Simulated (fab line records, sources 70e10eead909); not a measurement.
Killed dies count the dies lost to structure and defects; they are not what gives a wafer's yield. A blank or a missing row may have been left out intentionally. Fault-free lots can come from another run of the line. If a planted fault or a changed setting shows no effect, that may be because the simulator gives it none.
fab line records	flow nand-harc
[record] lots = 5	wafers = 15	last-day = 33
route steps=1302 shown P_STI@107 P_GATE@110 END@1302
lots with no fault: from the same line, run without faults
start-h: hours from the record's opening day to when the first of the lot's shown wafers began	wait-h: hours elapsed since this lot's preceding step	" repeats the value in the row above	L1.1+2: a row that stands for several wafers	- either no value or no given start	* or withheld: withheld	< > ~ a bound
route shown NAME@n: NAME is a module with steps in the file, n the number in the route of the first one	usual: mean/standard deviation taken from wafers without a fault	same: alike in all rows	chamber/n: place in a boat	sites: readings site by site	_std_site: their standard deviation	_edge_site: the outer-site mean with the inner-site mean subtracted	radius-mm: for every site, how far away it sits from the centre of the wafer	mask NAME#n: copy n	behind: the most recent tool/chamber to have shaped the wafer	hold: cause of the lot's hold/its duration in hours/its outcome	device: the transistor (n, p or np) that didn't switch	end of line: at the end of the route, the tests of the same wafers	where a step has no rows: the recipe by itself	killed: count of dies lost to structure and defects at first sort (not the wafer's yield)	map: a wafer's dies, x killed, . not, _ none there
set.NAME: the setting the step ran with; set.NAME@STEP: the setting that earlier step ran with	model.NAME: the simulator's own value behind a step, which no gauge read
lots seen at some steps along the route; tables by step, rows by wafer
services: a tool's chamber out of use, with start hour (start-h, from the record's first day; less than 0 if before it), hours out, and reason
[[steps]]
[step NHARC_P_STI_SRD_39]
[step NHARC_P_STI_OXIDE_40]
[recipe] target-thk-a = 100	temp-c = 900	ox-time-s = 1362	material = SiO2
[step NHARC_P_STI_INSPECT_25]
[usual] raw-defect-count = 215/72
lot.wafer	tool	chamber	start-h	wait-h	raw-defect-count
L625.1	defect-inspect-01	-	115.76	0.4	188
L625.2	"	-	"	"	184
L625.3	"	-	"	"	177
L629.3	defect-inspect-02	-	158.43	0.4	154
L629.5	"	-	"	"	242
L629.6	"	-	"	"	240
L642.3	defect-inspect-01	-	282.10	0.4	208
L642.4	"	-	"	"	223
L642.6	"	-	"	"	282
L641.2	defect-inspect-02	-	282.10	0.4	142
L641.3	"	-	"	"	292
L641.5	"	-	"	"	208
L643.2	defect-inspect-02	-	290.51	0.4	201
L643.4	"	-	"	"	157
L643.5	"	-	"	"	163
[step NHARC_P_GATE_ETCH_69]
[recipe] target-depth-a = 140	chemistry = dHF	material = SiO2
[step NHARC_P_GATE_PRECLEAN_70]
[recipe] time-s = *	temp-c = 50	bath-age-min = 0	chemistry = SC1
[step NHARC_P_GATE_SRD_01]
[step NHARC_P_GATE_OXIDE_02]
[recipe] target-thk-a = 375	temp-c = 950	p-h2o-torr = 720	ox-time-s = 365	material = SiO2
[step NHARC_P_GATE_DEHYDRATE_03]
[recipe] temp-c = 150	time-s = 120
[step NHARC_P_GATE_HMDS_04]
[recipe] time-s = 30
[step NHARC_P_GATE_COAT_05]
[recipe] spin-rpm = 4690
[step NHARC_P_GATE_SOFTBAKE_06]
[recipe] temp-c = 122	time-s = 95
[step NHARC_P_GATE_EBR_07]
[step NHARC_P_GATE_EXPOSE_08]
[recipe] na = 0.6	dose-mj = 16.75	mask-id = P_HV
lot.wafer	tool	chamber	start-h	wait-h	mask
L625.1+2+3	krf-scanner-01	0	123.95	-	P_HV#0
L629.3+5+6	krf-scanner-04	0	166.82	-	P_HVPW#0
L642.3+4+6	krf-scanner-03	0	290.38	-	P_HV#0
L641.2+3+5	krf-scanner-01	0	290.54	-	P_HV#0
L643.2+4+5	krf-scanner-04	0	298.91	-	P_HV#0
[step NHARC_P_GATE_PEB_09]
[recipe] peb-temp-c = 118	peb-time-s = 85
[step NHARC_P_GATE_DEVELOP_10]
[recipe] time-s = 70
[step NHARC_P_GATE_CD_MEAS_11]
[recipe] target-cd-nm = 1640	landing-energy-ev = 500
[usual] cd-nm = 1639.6/1.3
lot.wafer	tool	chamber	start-h	wait-h	cd-nm
L625.1	cd-sem-02	0	124.11	-	1641.6
L625.2	"	0	"	"	1641.6
L625.3	"	0	"	"	1641.7
L629.3	cd-sem-01	0	166.97	-	-
L629.5	"	0	"	"	-
L629.6	"	0	"	"	-
L642.3	cd-sem-01	0	290.53	-	1638.9
L642.4	"	0	"	"	1639.9
L642.6	"	0	"	"	1642.1
L641.2	cd-sem-03	0	290.71	-	1638.4
L641.3	"	0	"	"	1639.1
L641.5	"	0	"	"	1640.1
L643.2	cd-sem-02	0	299.06	-	1636.8
L643.4	"	0	"	"	1638.0
L643.5	"	0	"	"	1637.5
[step NHARC_P_GATE_HARDBAKE_12]
[recipe] temp-c = 125	time-s = 80
[step NHARC_END_SORT_01]
[recipe] temp-c = 25
[usual] killed-at-array = 46/15	killed-at-other = 0.8/1.1	killed-at-periphery = 4.0/2.9	killed-dies = 50/15	killed-open = 3.2/1.8	killed-short = 2.3/1.6
[same] gross-dies = 677
lot.wafer	tool	chamber	start-h	wait-h	hold	killed-at-array	killed-at-other	killed-at-periphery	killed-dies	killed-open	killed-short
L625.1	prober-01	0	593.07	2.5	-	41	2	1	44	4	2
L625.2	prober-01	0	593.89	2.8	-	31	1	5	37	1	3
L625.3	prober-01	0	594.70	3.1	-	33	3	5	41	1	2
L629.3	prober-01	0	640.31	3.1	await-dispo/6.6h/scrap	37	0	640	677	6	2
L629.5	prober-01	0	641.93	3.7	await-dispo/6.6h/scrap	24	0	653	677	2	4
L629.6	prober-01	0	642.74	4.1	await-dispo/6.6h/scrap	22	1	654	677	2	2
L642.3	prober-01	0	763.58	3.1	-	28	1	7	36	2	1
L642.4	prober-01	0	764.37	3.4	-	35	0	5	40	3	2
L642.6	prober-01	0	765.94	3.9	-	33	1	5	39	5	2
L641.2	prober-02	0	773.52	2.8	-	57	1	1	59	2	4
L641.3	prober-02	0	774.32	3.1	-	67	0	4	71	3	2
L641.5	prober-02	0	775.93	3.7	-	42	0	7	49	6	4
L643.2	prober-01	0	778.43	2.8	-	50	4	2	56	1	1
L643.4	prober-01	0	780.02	3.4	-	49	2	4	55	3	6
L643.5	prober-01	0	780.81	3.7	-	53	4	4	61	2	2
// killed by level:class
L625.1 A_CHANNEL_HOLE_D2:chamber-film-flake=24 A_CHANNEL_HOLE_D1:chamber-film-flake=4 A_STAIRCASE:chamber-film-flake=3 A_CHANNEL_FILL_D2:chamber-film-flake=2 THIN_TSV:chamber-film-flake=2 P_GATE:geometric-particle:open=1 A_ONON_D1:geometric-particle:open=1 A_CHANNEL_FILL_D1:geometric-particle:short=1
L625.2 A_CHANNEL_HOLE_D2:chamber-film-flake=17 P_GATE:chamber-film-flake=3 A_STAIRCASE:chamber-film-flake=3 A_CHANNEL_FILL_D2:geometric-particle:short=2 A_CHANNEL_FILL_D2:chamber-film-flake=2 A_ONON_D1:geometric-particle:short=1 A_CHANNEL_HOLE_D1:geometric-particle:open=1 P_ZERO_WELL:chamber-film-flake=1
L625.3 A_CHANNEL_HOLE_D2:chamber-film-flake=17 A_STAIRCASE:chamber-film-flake=4 P_ZERO_WELL:chamber-film-flake=3 A_CHANNEL_HOLE_D1:chamber-film-flake=3 A_CHANNEL_FILL_D2:chamber-film-flake=2 THIN_TSV:chamber-film-flake=2 A_CHANNEL_FILL_D2:geometric-particle:short=1 A_M0:geometric-particle:open=1
L629.3 P_GATE:area-expose=638 A_CHANNEL_HOLE_D2:chamber-film-flake=12 A_CHANNEL_HOLE_D1:chamber-film-flake=6 A_BONDPAD:chamber-film-flake=3 A_ONON_D2:geometric-particle:open=2 P_GATE:chamber-film-flake=2 A_CHANNEL_FILL_D2:chamber-film-flake=2 A_STAIRCASE:chamber-film-flake=2
L629.5 P_GATE:area-expose=646 A_CHANNEL_HOLE_D2:chamber-film-flake=8 A_CHANNEL_HOLE_D1:chamber-film-flake=6 P_GATE:chamber-film-flake=5 A_ONON_D1:geometric-particle:short=3 A_CONTACT:chamber-film-flake=2 A_M0:chamber-film-flake=2 P_GATE:geometric-particle:open=1
L629.6 P_GATE:area-expose=645 A_CHANNEL_HOLE_D2:chamber-film-flake=8 P_GATE:chamber-film-flake=6 A_CONTACT:chamber-film-flake=6 A_CHANNEL_HOLE_D1:chamber-film-flake=3 P_ZERO_WELL:chamber-film-flake=2 A_BONDPAD:chamber-film-flake=2 A_CHANNEL_FILL_D1:geometric-particle:open=1
L642.3 A_CHANNEL_HOLE_D1:chamber-film-flake=10 A_SLIT:chamber-film-flake=6 P_CONTACT:chamber-film-flake=4 A_SGD_CUT:chamber-film-flake=3 A_WL_FILL:chamber-film-flake=3 A_CONTACT:chamber-film-flake=2 P_M0:geometric-particle:open=1 A_CHANNEL_FILL_D1:geometric-particle:open=1
L642.4 A_CHANNEL_HOLE_D1:chamber-film-flake=14 A_CONTACT:chamber-film-flake=4 A_STAIRCASE:chamber-film-flake=3 A_WL_FILL:chamber-film-flake=3 P_GATE:chamber-film-flake=2 A_SGD_CUT:chamber-film-flake=2 A_M1:chamber-film-flake=2 A_SLIT:chamber-film-flake=2
L642.6 A_CHANNEL_HOLE_D1:chamber-film-flake=13 A_SLIT:chamber-film-flake=4 A_CONTACT:chamber-film-flake=4 A_ONON_D1:geometric-particle:open=2 P_CONTACT:chamber-film-flake=2 A_STAIRCASE:chamber-film-flake=2 A_M1:chamber-film-flake=2 P_CONTACT:geometric-particle:open=1
L641.2 A_SLIT:chamber-film-flake=22 A_CHANNEL_HOLE_D2:chamber-film-flake=19 A_WL_FILL:chamber-film-flake=3 A_CHANNEL_HOLE_D2:geometric-particle:short=2 A_CHANNEL_HOLE_D1:unspecified=2 A_STAIRCASE:chamber-film-flake=2 A_CONTACT:chamber-film-flake=2 P_M0:geometric-particle:open=1
L641.3 A_SLIT:chamber-film-flake=28 A_CHANNEL_HOLE_D2:chamber-film-flake=24 A_CONTACT:chamber-film-flake=3 A_WL_FILL:geometric-particle:open=2 A_CHANNEL_HOLE_D1:unspecified=2 A_CHANNEL_FILL_D1:chamber-film-flake=2 A_STAIRCASE:chamber-film-flake=2 P_M0:geometric-particle:open=1
L641.5 A_SLIT:chamber-film-flake=12 A_CHANNEL_HOLE_D2:chamber-film-flake=11 P_GATE:chamber-film-flake=4 A_CONTACT:chamber-film-flake=3 A_DECK1_JOINT:geometric-particle:short=2 A_CONTACT:geometric-particle:open=2 P_M2:chamber-film-flake=2 A_STAIRCASE:chamber-film-flake=2
L643.2 A_SLIT:chamber-film-flake=27 A_CHANNEL_HOLE_D1:chamber-film-flake=12 A_STAIRCASE:chamber-film-flake=6 THIN_TSV:chamber-film-flake=4 A_M1:chamber-film-flake=2 A_DECK1_JOINT:geometric-particle:short=1 A_CHANNEL_FILL_D2:geometric-particle:open=1 P_ZERO_WELL:chamber-film-flake=1
L643.4 A_SLIT:chamber-film-flake=24 A_STAIRCASE:chamber-film-flake=7 A_CHANNEL_HOLE_D1:chamber-film-flake=6 A_WL_FILL:geometric-particle:short=2 P_ZERO_WELL:chamber-film-flake=2 A_CONTACT:chamber-film-flake=2 THIN_TSV:chamber-film-flake=2 P_STI:geometric-particle:short=1
L643.5 A_SLIT:chamber-film-flake=23 A_CHANNEL_HOLE_D1:chamber-film-flake=15 A_STAIRCASE:chamber-film-flake=4 THIN_TSV:chamber-film-flake=4 P_ZERO_WELL:chamber-film-flake=3 A_M1:chamber-film-flake=3 A_CHANNEL_FILL_D1:geometric-particle:open=2 A_CONTACT:chamber-film-flake=2
// map L629.3 (x killed, . not)
____________x____________
_________xxxxxxx_________
_______xxxxxxxxxxx_______
______xxxxxxxxxxxxx______
_____xxxxxxxxxxxxxxx_____
____xxxxxxxxxxxxxxxxx____
____xxxxxxxxxxxxxxxxx____
___xxxxxxxxxxxxxxxxxxx___
___xxxxxxxxxxxxxxxxxxx___
__xxxxxxxxxxxxxxxxxxxxx__
__xxxxxxxxxxxxxxxxxxxxx__
_xxxxxxxxxxxxxxxxxxxxxxx_
_xxxxxxxxxxxxxxxxxxxxxxx_
_xxxxxxxxxxxxxxxxxxxxxxx_
_xxxxxxxxxxxxxxxxxxxxxxx_
_xxxxxxxxxxxxxxxxxxxxxxx_
xxxxxxxxxxxxxxxxxxxxxxxxx
xxxxxxxxxxxxxxxxxxxxxxxxx
xxxxxxxxxxxxxxxxxxxxxxxxx
xxxxxxxxxxxxxxxxxxxxxxxxx
xxxxxxxxxxxxxxxxxxxxxxxxx
_xxxxxxxxxxxxxxxxxxxxxxx_
_xxxxxxxxxxxxxxxxxxxxxxx_
_xxxxxxxxxxxxxxxxxxxxxxx_
_xxxxxxxxxxxxxxxxxxxxxxx_
_xxxxxxxxxxxxxxxxxxxxxxx_
__xxxxxxxxxxxxxxxxxxxxx__
__xxxxxxxxxxxxxxxxxxxxx__
___xxxxxxxxxxxxxxxxxxx___
___xxxxxxxxxxxxxxxxxxx___
____xxxxxxxxxxxxxxxxx____
____xxxxxxxxxxxxxxxxx____
_____xxxxxxxxxxxxxxx_____
______xxxxxxxxxxxxx______
_______xxxxxxxxxxx_______
_________xxxxxxx_________
____________x____________
// map L643.5 (x killed, . not)
____________.____________
_________......._________
_______...x......._______
______.............______
_____..............._____
____.................____
____...x.........x...____
___......x............___
___...................___
__.....................__
__...................x.__
_......................._
_..................x..x._
_....x.................._
_...................x..._
_......................._
...............x.......x.
....................x....
..............x..........
.................x..x....
.....................x...
_.....x.......x.......x._
_.........x.........xxx._
_....................xxx_
_.................x.xxxx_
_....................xxx_
__..................xxx__
__.................xx.x__
___..................x___
___....x.............x___
____.................____
____.........x...x..x____
_____....x..xxxxx..._____
______.......xx....______
_______......xx.xx_______
_________...x.xx_________
____________.____________
[[services]]
tool	chamber	start-h	hours	kind
krf-scanner-03	-	102.37	0.2	repair
krf-scanner-01	-	140.00	4.0	pm
krf-scanner-04	-	155.82	2.3	repair
krf-scanner-03	-	157.37	1.9	repair
krf-scanner-04	-	182.00	4.0	pm
krf-scanner-03	-	201.34	0.7	repair
krf-scanner-01	-	209.27	0.7	repair
krf-scanner-01	-	213.28	0.4	repair
krf-scanner-01	-	221.87	0.4	repair
krf-scanner-03	-	224.00	4.0	pm
krf-scanner-01	-	237.11	10.7	repair
krf-scanner-03	-	237.58	0.7	repair
krf-scanner-04	-	244.51	1.6	repair
[[key]]
[first-sign] step = NHARC_P_GATE_EXPOSE_08	reading = mask	direction = changed
[effect] step = NHARC_P_GATE_CD_MEAS_11	reading = cd-nm	direction = missing
[effect] step = NHARC_END_SORT_01	reading = killed-at-periphery	direction = up	sigmas = 99+	usual = 4.0	struck = 649
[more-kills-born-at] NHARC_P_GATE_EXPOSE_08@krf-scanner-04 = 1929
met-at NHARC_P_GATE_EXPOSE_08
struck-wafers L629.3,L629.5,L629.6
later-rows-left-out L629.3,L629.5,L629.6
tester-left-out L629
[fault] kind = wrong-mask	tool = any	chamber = -	onset-h = 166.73	steps = NHARC_P_GATE_EXPOSE_08	aux-copy = P_HVPW#0	scope = struck-lots-only
// tester-left-out: of these lots the tester's yield and bins aren't shown, on N5 and GAA mostly nor the transistor test; their killed dies are dies lost to structure and defects alone, not to doping, threshold or leakage, so they don't give the yield
// later-rows-left-out: the simulator's readings of these wafers behind a module that went badly wrong aren't trusted and aren't shown, but for the sort
